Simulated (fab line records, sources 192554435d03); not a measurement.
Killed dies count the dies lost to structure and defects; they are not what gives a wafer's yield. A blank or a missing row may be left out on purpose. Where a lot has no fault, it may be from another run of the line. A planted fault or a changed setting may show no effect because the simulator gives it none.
What tool caused it? -- flow n5-finfet -- Sampling: 6 lots, 18 wafers, 9 of 1938 route steps

== WHAT EACH GAUGE READ, for each wafer ==
N5_BEOL_M4_RC_MEAS_101.
lot,measured,on,DIBL_N (mV/V),DIBL_P (mV/V),IOFF_N (nA/um),IOFF_P (nA/um),ION_N (uA/um),ION_P (uA/um),SS_N (mV/dec),SS_P (mV/dec),VT_N (mV),VT_P (mV)
L552,day 8 20:26,prober-01,35.7 33.3 37.1,36 34 38,0.15 0.11 0.18,0.19 0.17 0.24,673 651 669,458 455 461,71.9 70.6 71.6,72.4 71.8 73.8,253 255 248,-250 -253 -249
L554,day 8 23:56,prober-02,31.0 33.5 33.7,28 33 35,0.08 0.12 0.13,0.12 0.18 0.19,644 679 672,452 467 462,70.6 69.8 70.2,70.8 72.5 73.0,259 253 250,-255 -251 -250
L561,day 11 13:14,prober-02,35.6 34.5 37.2,35 34 38,0.15 0.14 0.18,0.17 0.17 0.22,660 672 678,448 453 450,71.4 71.0 71.9,73.2 72.5 73.9,250 248 246,-255 -255 -250
L570,day 13 22:26,prober-01,38.6 39.0 39.9,42 39 41,0.21 0.20 0.23,0.29 0.23 0.26,685 676 687,475 455 466,72.0 71.8 72.2,74.4 74.7 74.6,247 247 245,-249 -251 -249
L569,day 13 22:40,prober-02,40.5 38.6 39.9,38 36 38,0.23 0.17 0.21,0.26 0.22 0.25,684 662 687,465 460 466,72.7 73.0 71.8,73.8 73.4 74.0,246 250 250,-249 -249 -248
L571,day 14 00:07,prober-02,37.5 34.7 37.5,39 35 40,0.18 0.13 0.19,0.22 0.17 0.26,679 673 677,466 459 463,72.5 71.5 72.1,73.7 73.4 74.5,251 254 248,-252 -252 -249

N5_BEOL_M8_CD_MEAS_11: the cd target is 38.5 nm.
lot,measured,on,cd-nm (nm)
L552,day 10 04:29,cd-sem-03,37.9 37.1 37.9
L554,day 11 00:08,cd-sem-03,38.4 38.1 38.0
L561,day 13 01:23,cd-sem-02,38.0 36.9 23.1
L570,day 15 08:29,cd-sem-02,38.7 38.8 39.0
L569,day 15 08:19,cd-sem-02,38.7 39.2 39.3
L571,day 15 13:13,cd-sem-02,38.1 38.4 38.6

N5_BEOL_M8_CD_MEAS_18: pitch 80 nm, target cd 40 nm.
lot,measured,on,cd-nm (nm)
L552,day 10 05:07,cd-sem-03,39.7 38.6 38.7
L554,day 11 01:19,cd-sem-03,39.7 39.7 39.4
L561,day 13 02:25,cd-sem-03,39.0 38.0 25.4
L570,day 15 09:25,cd-sem-01,40.3 40.1 40.5
L569,day 15 08:59,cd-sem-02,40.5 41.1 40.4
L571,day 15 13:57,cd-sem-02,40.6 41.5 39.9

N5_BEOL_M8_CD_MEAS_35: the cd target is 40 nm.
lot,measured,on,cd-nm (nm)
L552,day 10 07:13,cd-sem-01,39.3 38.5 38.8
L554,day 11 02:28,cd-sem-03,39.8 39.7 39.2
L561,day 13 06:17,cd-sem-03,39.2 38.0 25.6
L570,day 15 11:39,cd-sem-01,40.3 40.2 40.8
L569,day 15 11:35,cd-sem-02,40.3 41.4 40.6
L571,day 15 15:46,cd-sem-01,40.0 41.0 39.7

N5_BEOL_M15_RC_MEAS_101.
lot,measured,on,COMB_M10 (S/m),COMB_M11 (S/m),COMB_M12 (S/m),COMB_M13 (S/m),COMB_M14 (S/m),COMB_M15 (S/m),COMB_M5 (S/m),COMB_M6 (S/m),COMB_M7 (S/m),COMB_M9 (S/m),SERP_M10 (ohm/um),SERP_M11 (ohm/um),SERP_M12 (ohm/um),SERP_M13 (ohm/um),SERP_M14 (ohm/um),SERP_M14_max_site (ohm/um),SERP_M5 (ohm/um),SERP_M6 (ohm/um),SERP_M7 (ohm/um),SERP_M8 (ohm/um),SERP_M8_max_site (ohm/um),SERP_M9 (ohm/um)
L552,day 12 18:41,prober-02,1.2e-11 1.5e-11 1.1e-11,1.28e-11 1.22e-11 1.51e-11,4.2e-12 4.9e-12 4.9e-12,3.3e-12 3e-12 3.2e-12,5e-12 3.3e-12 3.9e-12,1.2e-12 1.8e-12 1.7e-12,4.7e-11 3.5e-11 5e-11,1.9e-11 2.3e-11 2.3e-11,2.3e-11 2.4e-11 2.4e-11,1.91e-11 1.86e-11 1.53e-11,3.22 2.92 3.15,3.24 3.04 3.11,0.612 0.650 0.669,0.323 0.314 0.323,0.162 0.169 0.172,0.164 0.171 0.173,38.7 35.0 38.3,13.3 14.2 14.2,14.3 14.5 14.0,14.6 15.5 15.0,15.1 16.2 16.2,2.91 3.10 2.90
L554,day 13 02:39,prober-02,1.2e-11 1.2e-11 1.5e-11,1.55e-11 1.33e-11 1.61e-11,6.6e-12 5.2e-12 6.1e-12,4.9e-12 6.2e-12 5.9e-12,2.5e-12 3e-12 3e-12,2e-12 2.6e-12 1.7e-12,2.4e-11 2.9e-11 2.8e-11,2.2e-11 2.4e-11 2e-11,2.3e-11 4e-11 2.1e-11,2.14e-11 2.01e-11 1.54e-11,3.00 2.97 3.15,2.94 2.89 3.04,0.606 0.635 0.622,0.320 0.319 0.321,0.154 0.163 0.160,0.156 0.164 0.163,38.1 44.5 44.4,14.6 13.5 13.0,14.1 14.6 14.3,14.3 14.0 14.2,14.9 14.9 14.5,2.98 2.95 2.90
L561,day 15 20:37,prober-02,1.1e-11 1.1e-11 1.3e-11,1.46e-11 9.2e-12 1.27e-11,3.3e-12 5.9e-12 5.8e-12,5.3e-12 2.1e-12 3.5e-12,4.2e-12 3.9e-12 4e-12,2.3e-12 2.2e-12 2e-12,2.9e-11 3.2e-11 3.2e-11,2.5e-11 2e-11 1.6e-11,3.2e-11 2.5e-11 2.6e-11,9.8e-12 1.43e-11 1.6e-11,2.80 2.99 2.94,2.93 3.13 2.99,0.653 0.626 0.629,0.317 0.305 0.308,0.172 0.169 0.156,0.176 0.172 0.159,34.4 40.0 38.5,13.5 13.1 13.8,13.5 13.5 14.6,14.6 15.2 33.2,15.0 15.9 35.6,2.98 2.99 3.02
L570,day 17 18:42,prober-01,1.8e-11 1e-11 9e-12,1.19e-11 1.67e-11 1.85e-11,3.5e-12 4.9e-12 3e-12,4.1e-12 2.9e-12 2.9e-12,2.4e-12 3.3e-12 1.7e-12,1.7e-12 1.3e-12 1.2e-12,2.3e-11 2.6e-11 2.8e-11,2.5e-11 2.1e-11 2.5e-11,3.3e-11 2.7e-11 2.4e-11,1.26e-11 1.91e-11 1.34e-11,3.12 3.02 3.20,3.06 3.06 3.13,0.659 0.640 0.633,0.309 0.315 0.319,0.155 0.161 0.165,0.157 0.162 0.167,35.9 38.6 39.8,13.3 13.6 13.3,14.9 14.0 15.3,13.0 13.7 13.7,14.5 14.3 14.2,2.98 3.04 3.09
L569,day 17 15:49,prober-01,1.8e-11 1.5e-11 9e-12,1.15e-11 1.17e-11 1.53e-11,4.8e-12 5.9e-12 4.9e-12,2.8e-12 3.7e-12 4.7e-12,2.8e-12 3.4e-12 4e-12,2.4e-12 1.5e-12 1.4e-12,3.6e-11 2.9e-11 3.5e-11,3.8e-11 3.2e-11 2.4e-11,2.2e-11 2e-11 3.3e-11,1.29e-11 1.24e-11 1.21e-11,2.98 3.15 3.08,3.13 3.16 3.02,0.599 0.614 0.606,0.318 0.307 0.322,0.153 0.166 0.162,0.156 0.169 0.163,36.7 40.8 40.1,14.2 13.4 14.8,13.4 14.1 14.7,13.8 13.0 14.1,14.2 13.4 14.8,3.14 2.99 3.00
L571,day 18 03:05,prober-01,1.5e-11 1.9e-11 1.5e-11,1.47e-11 1.79e-11 1.16e-11,5.2e-12 4.9e-12 5.1e-12,3.6e-12 3.3e-12 4e-12,3.2e-12 2.2e-12 2.5e-12,1.7e-12 2.2e-12 2.3e-12,3e-11 4e-11 3.5e-11,2.5e-11 2.3e-11 1.9e-11,4.2e-11 2.3e-11 3.3e-11,2.19e-11 1.35e-11 1.15e-11,2.92 3.14 3.01,3.04 3.14 3.10,0.676 0.616 0.637,0.302 0.305 0.299,0.159 0.164 0.157,0.160 0.166 0.160,43.6 42.3 40.1,14.0 13.3 14.0,13.6 13.3 13.3,13.9 13.3 12.7,14.9 13.6 14.0,3.01 2.83 3.04

== WHICH TOOL RAN EACH LOT (tool, then ch and the chambers of the sampled wafers, then the start) ==
lot,N5_BEOL_M7_SPUTTER_48,N5_BEOL_M8_HM_DEP_02,N5_BEOL_M8_PEB_09,N5_BEOL_M8_ETCH_61
L552,"pvd-sputter-02, day 10 00:46","pvd-sputter-02, day 10 04:00","litho-track-05 ch 0, day 10 04:26","rie-diel-01 ch 1,2,3, day 10 04:40"
L554,"pvd-sputter-01, day 10 21:14","pvd-sputter-01, day 10 23:38","litho-track-05 ch 0, day 11 00:04","rie-diel-01 ch 1,3, day 11 00:53"
L561,"pvd-sputter-03, day 12 22:27","pvd-sputter-03, day 13 00:53","litho-track-05 ch 0, day 13 01:19","rie-diel-01 ch 0,2,3, day 13 01:57"
L570,"pvd-sputter-03, day 15 05:31","pvd-sputter-03, day 15 07:55","litho-track-01 ch 0, day 15 08:25","rie-diel-05 ch 1,3, day 15 08:41"
L569,"pvd-sputter-03, day 15 05:24","pvd-sputter-03, day 15 07:49","litho-track-01 ch 0, day 15 08:15","rie-diel-05 ch 0,2, day 15 08:26"
L571,"pvd-sputter-01, day 15 10:21","pvd-sputter-03, day 15 12:43","litho-track-05 ch 0, day 15 13:09","rie-diel-01 ch 0,1,3, day 15 13:26"
- N5_BEOL_M7_SPUTTER_48: material Cu, target thk 10 nm, time 1.667 s.
- N5_BEOL_M8_HM_DEP_02: deposits TiN, target thk 20 nm.
- N5_BEOL_M8_PEB_09: peb time 60 s.
- N5_BEOL_M8_ETCH_61: etches SiARC in CF4, target depth 45.5 nm, time 75.8 s.

== WHAT THE TOOLS THEMSELVES READ (means of the sampled wafers that have a number; where no wafer has one, the mark that the record gives instead) ==
N5_BEOL_M7_SPUTTER_48.
lot,tool,chamber-pressure-pa (Pa),susceptor-temp-C (C),throttle-valve-pct (%)
L552,pvd-sputter-02,0.13,-20.04,30.3
L554,pvd-sputter-01,0.13,-20.00,29.8
L561,pvd-sputter-03,0.13,-20.06,29.7
L570,pvd-sputter-03,0.13,-19.91,29.6
L569,pvd-sputter-03,0.13,-20.03,31.0
L571,pvd-sputter-01,0.13,-19.93,29.7

N5_BEOL_M8_HM_DEP_02.
lot,tool,chamber-pressure-pa (Pa),susceptor-temp-C (C),throttle-valve-pct (%)
L552,pvd-sputter-02,0.4999,24.95,30.1
L554,pvd-sputter-01,0.4994,24.99,29.5
L561,pvd-sputter-03,0.5005,24.98,30.2
L570,pvd-sputter-03,0.5006,25.04,29.9
L569,pvd-sputter-03,0.4998,24.96,29.0
L571,pvd-sputter-03,0.5009,24.95,29.0

N5_BEOL_M8_ETCH_61.
lot,tool,cf4-flow-sccm (sccm),drypump-motor-current-A (A),etch-rf-on-time-s (s),mfc-ar-sccm (sccm),oes-product-au (a.u.),rf-vpp-V (V),showerhead-plenum-p-Torr (Torr),throttle-valve-pct (%)
L552,rie-diel-01,100.2,5.5,75.9,100.26,0.68,184.9,2.21,15.67
L554,rie-diel-01,100.2,5.4,75.8,100.03,0.63,184.7,2.16,15.62
L561,rie-diel-01,100.0,5.8,75.8,99.82,0.71,183.6,2.19,15.58
L570,rie-diel-05,99.9,6.1,77.0,99.83,0.69,183.8,2.09,15.44
L569,rie-diel-05,100.2,5.0,73.6,100.09,0.74,183.5,2.14,15.43
L571,rie-diel-01,100.4,5.5,75.6,100.36,0.69,185.1,2.16,15.57

== THE ANSWER, worked out from the rows above alone ==
Rule: the lots themselves supply what counts as usual. The widest of any qualifying gaps counts: lots, ordered by their means at a reading, are off when they make up no more than a third of the lots, leave a main group of 4 or more, and stand apart from it by 3 or more times the standard deviation of that group's means. The tables above print the reading to a certain number of digits; a main group whose means all agree to those digits is not used. Also off: a lot with no number at a reading for which 4 or more lots have one. Where the step has rows for the other lots, those lots are counted as sound. Order of review: gauges by route order, followed by the tools' own readings, for which a lot's mean as printed above is used. The first step at which some lot is off is used, and at that step the reading that is off furthest; a lot without a number counts as furthest.
Off: L561 (N5_BEOL_M8_CD_MEAS_11, cd-nm). The main group: mean 38.4 nm, standard deviation 0.5.
A tool fits if, at a process step before that reading, it ran every lot that is off, and no sound lot after the first of them. Not tried: the gauges at N5_BEOL_M8_CD_MEAS_11; whatever is off there is also off at N5_BEOL_M8_CD_MEAS_18, on other tools, and gauge error can't account for it. None of those tried fits.

== WHAT THE SIMULATOR HAD INSERTED ==
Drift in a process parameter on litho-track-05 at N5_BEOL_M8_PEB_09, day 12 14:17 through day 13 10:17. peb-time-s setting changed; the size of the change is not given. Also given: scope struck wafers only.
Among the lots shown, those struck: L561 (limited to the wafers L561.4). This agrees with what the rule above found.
